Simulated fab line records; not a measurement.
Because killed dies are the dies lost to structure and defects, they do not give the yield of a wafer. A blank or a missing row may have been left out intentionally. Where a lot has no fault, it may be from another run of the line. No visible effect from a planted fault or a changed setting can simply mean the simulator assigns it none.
Split-lot trial	flow n5_finfet	7 lots, 21 wafers read, on a route of 1938 steps

ON THE SPLIT
At N5_BEOL_M3_COAT_76 (time 60 s, resist thk 5 nm), the setting spin_rpm was moved away from the recipe's 1500 rpm on 10 of the 21 wafers read, by -9.5% to +3.3%. All remaining wafers had this setting at the recipe value.

No step appears in the file between the split and the reading.

THE READING
etch.depth_nm (the simulator's own value, which no gauge read), in nm, at N5_BEOL_M3_ETCH_77 (etches underlayer in N2/H2, target depth 6.5 nm, time 5.2 s). No usual value for it is given in the file. Across the 11 wafers here that went through the recipe, the average is 5.003 nm and the standard deviation 0.013 nm.

wafer	tool, chamber at the split	spin_rpm as run, rpm	against the recipe	etch.depth_nm, nm	against lot-mates on the recipe
L076.2	litho_track-03, 0	1500	recipe	4.997	-
L076.3	litho_track-03, 0	1549	+3.3%	4.909	-0.088
L076.4	litho_track-03, 0	1549	+3.3%	4.931	-0.066
L078.2	litho_track-02, 0	1362	-9.2%	5.234	+0.252
L078.3	litho_track-02, 0	1500	recipe	4.981	-
L078.5	litho_track-02, 0	1500	recipe	4.984	-
L079.2	litho_track-03, 0	1500	recipe	5.015	-
L079.3	litho_track-03, 0	1445	-3.7%	5.092	+0.077
L079.5	litho_track-03, 0	1445	-3.7%	5.094	+0.079
L080.4	litho_track-02, 0	1419	-5.4%	5.129	+0.135
L080.5	litho_track-02, 0	1419	-5.4%	5.129	+0.135
L080.6	litho_track-02, 0	1500	recipe	4.994	-
L093.1	litho_track-05, 0	1500	recipe	5.008	-
L093.3	litho_track-05, 0	1500	recipe	5.016	-
L093.6	litho_track-05, 0	1500	recipe	5.021	-
L094.3	litho_track-02, 0	1396	-6.9%	5.198	+0.184
L094.4	litho_track-02, 0	1500	recipe	5.014	-
L094.5	litho_track-02, 0	1396	-6.9%	5.209	+0.195
L095.2	litho_track-02, 0	1500	recipe	4.998	-
L095.3	litho_track-02, 0	1500	recipe	5	-
L095.4	litho_track-02, 0	1358	-9.5%	5.254	+0.255

FIT RESULTS
A straight line over all 21 wafers: etch.depth_nm changes by -0.0262 nm for each +1% of spin_rpm; r = -0.99; the points scatter about the line by 0.013 nm.
The same after taking each lot's own level away (the mean of its wafers on the recipe; 21 wafers): -0.0262 nm for each +1%; r = -1.00; scatter 0.0091 nm.
According to that fit, moving spin_rpm by its largest amount changes the reading by 0.25 nm.
Measured against the standard deviation above, the lots' own levels, which go from 4.9825 to 5.0150 nm, span 2.6 times it.
Consequently the slope shifts little with the lot-to-lot level, the two slopes agreeing.
Check: with one of the wafers moved furthest among these (-9.5%) left out of the fit, the line predicts +0.246 nm for it against its lot-mates. Against them it came out at +0.255 nm.

ADDITIONAL SPLITS CARRIED BY THESE WAFERS
Note: prior to the reading, these wafers also went through further splits. Each is held against what the fit with the lots' levels taken away leaves over:
other split on the same wafers	wafers away from the commonest value	r with etch.depth_nm (lot level and that fit taken away)
N5_BEOL_M1_TRENCH_ETCH_37 time_s	6	+0.31

THE FILE'S OWN FIT
etch.depth_nm changes by -0.0265 nm for each +1% of spin_rpm, r = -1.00.
